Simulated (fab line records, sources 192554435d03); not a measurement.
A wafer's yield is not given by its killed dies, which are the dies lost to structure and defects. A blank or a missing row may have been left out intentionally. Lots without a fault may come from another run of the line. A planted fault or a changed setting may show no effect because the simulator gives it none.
The tool behind it: which one? || flow n5Finfet || 13 lots, 37 wafers sampled, at 4 steps of a route of 1938

== WHAT EACH GAUGE READ, for each wafer ==
N5_PASSIVATION_CD_MEAS_10: target cd 3000 nm. Usual: cdNm at 3002.4 nm, with a standard deviation of 2.7.
{"lot": "L136", "measured": "day 12 15:36", "on": "cdSem-02", "cdNm (nm)": "3001.2 3002.5 3002.3", "flag": ""}
{"lot": "L135", "measured": "day 13 04:29", "on": "cdSem-01", "cdNm (nm)": "3006.0 3004.5 3002.6", "flag": ""}
{"lot": "L139", "measured": "day 13 16:53", "on": "cdSem-03", "cdNm (nm)": "3005.5 3006.5 2997.1", "flag": ""}
{"lot": "L138", "measured": "day 14 00:18", "on": "cdSem-02", "cdNm (nm)": "2999.4 3006.0 3003.6", "flag": ""}
{"lot": "L142", "measured": "day 14 00:20", "on": "cdSem-03", "cdNm (nm)": "3005.5 3003.7 3004.8", "flag": ""}
{"lot": "L141", "measured": "day 14 01:31", "on": "cdSem-01", "cdNm (nm)": "2998.5 3003.1 3000.9", "flag": ""}
{"lot": "L143", "measured": "day 14 14:39", "on": "cdSem-01", "cdNm (nm)": "3002.2 3001.5 3004.0", "flag": ""}
{"lot": "L144", "measured": "day 14 15:28", "on": "cdSem-01", "cdNm (nm)": "3004.7 3004.1", "flag": ""}
{"lot": "L146", "measured": "day 14 18:34", "on": "cdSem-02", "cdNm (nm)": "3004.4 3002.8", "flag": ""}
{"lot": "L145", "measured": "day 14 22:49", "on": "cdSem-02", "cdNm (nm)": "3001.3 3003.2 3001.6", "flag": ""}
{"lot": "L148", "measured": "day 15 16:34", "on": "cdSem-03", "cdNm (nm)": "3005.4 3004.6 3004.4", "flag": ""}
{"lot": "L147", "measured": "day 16 01:17", "on": "cdSem-03", "cdNm (nm)": "2995.0 3003.6 3000.1", "flag": ""}
{"lot": "L149", "measured": "day 16 06:23", "on": "cdSem-03", "cdNm (nm)": "3003.7 3002.1 3000.8", "flag": ""}

N5_PASSIVATION_OVL_MEAS_63. Usual: PAD_OVL 3 nm, standard deviation 5.7.
{"lot": "L136", "measured": "day 12 17:53", "on": "overlay-02", "PAD_OVL (nm)": "4 0 2", "flag": ""}
{"lot": "L135", "measured": "day 13 06:29", "on": "overlay-01", "PAD_OVL (nm)": "-1 2 -2", "flag": ""}
{"lot": "L139", "measured": "day 13 18:37", "on": "overlay-02", "PAD_OVL (nm)": "-1 -4 3", "flag": ""}
{"lot": "L138", "measured": "day 14 02:25", "on": "overlay-02", "PAD_OVL (nm)": "12 6 10", "flag": ""}
{"lot": "L142", "measured": "day 14 02:42", "on": "overlay-02", "PAD_OVL (nm)": "11 4 6", "flag": ""}
{"lot": "L141", "measured": "day 14 03:05", "on": "overlay-02", "PAD_OVL (nm)": "-9 -7 -11", "flag": ""}
{"lot": "L143", "measured": "day 14 16:32", "on": "overlay-01", "PAD_OVL (nm)": "6 -4 11", "flag": ""}
{"lot": "L144", "measured": "day 14 17:08", "on": "overlay-01", "PAD_OVL (nm)": "6 6", "flag": ""}
{"lot": "L146", "measured": "day 14 19:57", "on": "overlay-01", "PAD_OVL (nm)": "5 1", "flag": ""}
{"lot": "L145", "measured": "day 15 02:07", "on": "overlay-01", "PAD_OVL (nm)": "7 0 5", "flag": ""}
{"lot": "L148", "measured": "day 15 18:31", "on": "overlay-02", "PAD_OVL (nm)": "2 1 4", "flag": ""}
{"lot": "L147", "measured": "day 16 03:38", "on": "overlay-02", "PAD_OVL (nm)": "6 2 4", "flag": ""}
{"lot": "L149", "measured": "day 16 08:27", "on": "overlay-02", "PAD_OVL (nm)": "10 3 1", "flag": ""}

N5_PASSIVATION_INSPECT_67: inspects for defects (macro). Usual: rawDefectCount at 2.1, with a standard deviation of 1.3.
{"lot": "L136", "measured": "day 12 19:53", "on": "defectInspect-01", "rawDefectCount": "2 1 2", "flag": ""}
{"lot": "L135", "measured": "day 13 08:20", "on": "defectInspect-02", "rawDefectCount": "2 3 1", "flag": ""}
{"lot": "L139", "measured": "day 13 20:38", "on": "defectInspect-01", "rawDefectCount": "0 2 3", "flag": ""}
{"lot": "L138", "measured": "day 14 04:46", "on": "defectInspect-01", "rawDefectCount": "0 1 2", "flag": ""}
{"lot": "L142", "measured": "day 14 05:32", "on": "defectInspect-01", "rawDefectCount": "1 3 2", "flag": ""}
{"lot": "L141", "measured": "day 14 06:08", "on": "defectInspect-02", "rawDefectCount": "4 3 3", "flag": ""}
{"lot": "L143", "measured": "day 14 18:25", "on": "defectInspect-01", "rawDefectCount": "1 1 3", "flag": ""}
{"lot": "L144", "measured": "day 14 19:47", "on": "defectInspect-02", "rawDefectCount": "4 0", "flag": ""}
{"lot": "L146", "measured": "day 14 22:01", "on": "defectInspect-02", "rawDefectCount": "2 3", "flag": ""}
{"lot": "L145", "measured": "day 15 04:13", "on": "defectInspect-01", "rawDefectCount": "2 1 2", "flag": ""}
{"lot": "L148", "measured": "day 15 20:32", "on": "defectInspect-02", "rawDefectCount": "3 1 3", "flag": ""}
{"lot": "L147", "measured": "day 16 05:32", "on": "defectInspect-01", "rawDefectCount": "5 2 4", "flag": ""}
{"lot": "L149", "measured": "day 16 11:47", "on": "defectInspect-02", "rawDefectCount": "4 1 2", "flag": ""}

== WHAT TOOL EACH LOT RAN ON (gives the tool, then ch and the chambers of the sampled wafers, and finally the start) ==
{"lot": "L136", "N5_PASSIVATION_PECVD_35": "pecvd-04 ch 0,1, day 12 19:24"}
{"lot": "L135", "N5_PASSIVATION_PECVD_35": "pecvd-02 ch 0,2, day 13 07:48"}
{"lot": "L139", "N5_PASSIVATION_PECVD_35": "pecvd-02 ch 0,1, day 13 19:58"}
{"lot": "L138", "N5_PASSIVATION_PECVD_35": "pecvd-04 ch 0,2, day 14 04:17"}
{"lot": "L142", "N5_PASSIVATION_PECVD_35": "pecvd-02 ch 1,2, day 14 04:59"}
{"lot": "L141", "N5_PASSIVATION_PECVD_35": "pecvd-01 ch 0,1,2, day 14 05:38"}
{"lot": "L143", "N5_PASSIVATION_PECVD_35": "pecvd-02 ch 0,1,2, day 14 17:49"}
{"lot": "L144", "N5_PASSIVATION_PECVD_35": "pecvd-02 ch 2, day 14 19:11"}
{"lot": "L146", "N5_PASSIVATION_PECVD_35": "pecvd-04 ch 0,1, day 14 21:35"}
{"lot": "L145", "N5_PASSIVATION_PECVD_35": "pecvd-04 ch 0,1, day 15 03:34"}
{"lot": "L148", "N5_PASSIVATION_PECVD_35": "pecvd-04 ch 0,1, day 15 19:55"}
{"lot": "L147", "N5_PASSIVATION_PECVD_35": "pecvd-04 ch 0,2, day 16 04:55"}
{"lot": "L149", "N5_PASSIVATION_PECVD_35": "pecvd-04 ch 0,1,2, day 16 11:11"}
- N5_PASSIVATION_PECVD_35: deposits SiNx from SiH4/NH3/N2, target thk 700 nm, time 151.3 s.

== WHAT THE TOOLS THEMSELVES READ (means of the sampled wafers that have a number; where no wafer has one, the mark that the record gives instead) ==
N5_PASSIVATION_PECVD_35. Usual: heaterPowerW 320 W, standard deviation 75; runLengthS 195.5 s, standard deviation 0.72; showerheadPlenumPTorr 8.66 Torr, standard deviation 0.062; throttleValvePct 29.1 %, standard deviation 2.2.
{"lot": "L136", "tool": "pecvd-04", "heaterPowerW (W)": 359, "runLengthS (s)": 195.7, "showerheadPlenumPTorr (Torr)": 8.70, "throttleValvePct (%)": 32.4, "flag": ""}
{"lot": "L135", "tool": "pecvd-02", "heaterPowerW (W)": 289, "runLengthS (s)": 196.2, "showerheadPlenumPTorr (Torr)": 8.61, "throttleValvePct (%)": 28.4, "flag": ""}
{"lot": "L139", "tool": "pecvd-02", "heaterPowerW (W)": 397, "runLengthS (s)": 195.8, "showerheadPlenumPTorr (Torr)": 8.62, "throttleValvePct (%)": 27.9, "flag": ""}
{"lot": "L138", "tool": "pecvd-04", "heaterPowerW (W)": 342, "runLengthS (s)": 194.8, "showerheadPlenumPTorr (Torr)": 8.65, "throttleValvePct (%)": 29.7, "flag": ""}
{"lot": "L142", "tool": "pecvd-02", "heaterPowerW (W)": 277, "runLengthS (s)": 195.7, "showerheadPlenumPTorr (Torr)": 8.66, "throttleValvePct (%)": 29.5, "flag": ""}
{"lot": "L141", "tool": "pecvd-01", "heaterPowerW (W)": 265, "runLengthS (s)": 195.0, "showerheadPlenumPTorr (Torr)": 8.70, "throttleValvePct (%)": 27.4, "flag": ""}
{"lot": "L143", "tool": "pecvd-02", "heaterPowerW (W)": 308, "runLengthS (s)": 195.8, "showerheadPlenumPTorr (Torr)": 8.63, "throttleValvePct (%)": 28.6, "flag": ""}
{"lot": "L144", "tool": "pecvd-02", "heaterPowerW (W)": 256, "runLengthS (s)": 195.9, "showerheadPlenumPTorr (Torr)": 8.60, "throttleValvePct (%)": 29.6, "flag": ""}
{"lot": "L146", "tool": "pecvd-04", "heaterPowerW (W)": 406, "runLengthS (s)": 195.1, "showerheadPlenumPTorr (Torr)": 8.66, "throttleValvePct (%)": 32.0, "flag": ""}
{"lot": "L145", "tool": "pecvd-04", "heaterPowerW (W)": 394, "runLengthS (s)": 195.6, "showerheadPlenumPTorr (Torr)": 8.68, "throttleValvePct (%)": 32.4, "flag": ""}
{"lot": "L148", "tool": "pecvd-04", "heaterPowerW (W)": 359, "runLengthS (s)": 195.2, "showerheadPlenumPTorr (Torr)": 8.67, "throttleValvePct (%)": 31.7, "flag": ""}
{"lot": "L147", "tool": "pecvd-04", "heaterPowerW (W)": 307, "runLengthS (s)": 182.2, "showerheadPlenumPTorr (Torr)": 8.64, "throttleValvePct (%)": 28.8, "flag": "OFF"}
{"lot": "L149", "tool": "pecvd-04", "heaterPowerW (W)": 360, "runLengthS (s)": 169.8, "showerheadPlenumPTorr (Torr)": 8.64, "throttleValvePct (%)": 30.5, "flag": "OFF"}

== THE ANSWER, worked out from the rows above alone ==
Rule: a lot counts as off when the mean over its wafers that have a number is more than 3 standard deviations away from the usual mean. Also off: a lot with no number at a reading for which 4 or more lots have one. Any other lot the step has rows for is counted as sound. After the gauges, taken in route order, come the tools' own readings; for these a lot's mean is taken, as printed above. The first step at which some lot is off is used, and at that step the reading that is off furthest; a lot without a number counts as furthest.
Off, at N5_PASSIVATION_PECVD_35 on runLengthS: L147, L149.
If a tool, at that step or one of the process steps before it, ran each lot that is off and ran no sound lot following the first of them, it fits. One fits: N5_PASSIVATION_PECVD_35 on pecvd-04. Its last sound lot is L148 (day 15 19:55), its first lot that is off L147 (day 16 04:55): a fault that began between those two fits.
The tool's own readings at N5_PASSIVATION_PECVD_35 bear it out: on the lots that are off they differ by more than 5 times the standard deviation of the sound lots' means. runLengthS reads 176.0 s there against 195.5 s on the sound lots.

== WHAT HAD BEEN PUT IN BY THE SIMULATOR ==
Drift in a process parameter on pecvd-04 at N5_PASSIVATION_PECVD_35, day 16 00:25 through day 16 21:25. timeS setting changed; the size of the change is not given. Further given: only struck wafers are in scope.
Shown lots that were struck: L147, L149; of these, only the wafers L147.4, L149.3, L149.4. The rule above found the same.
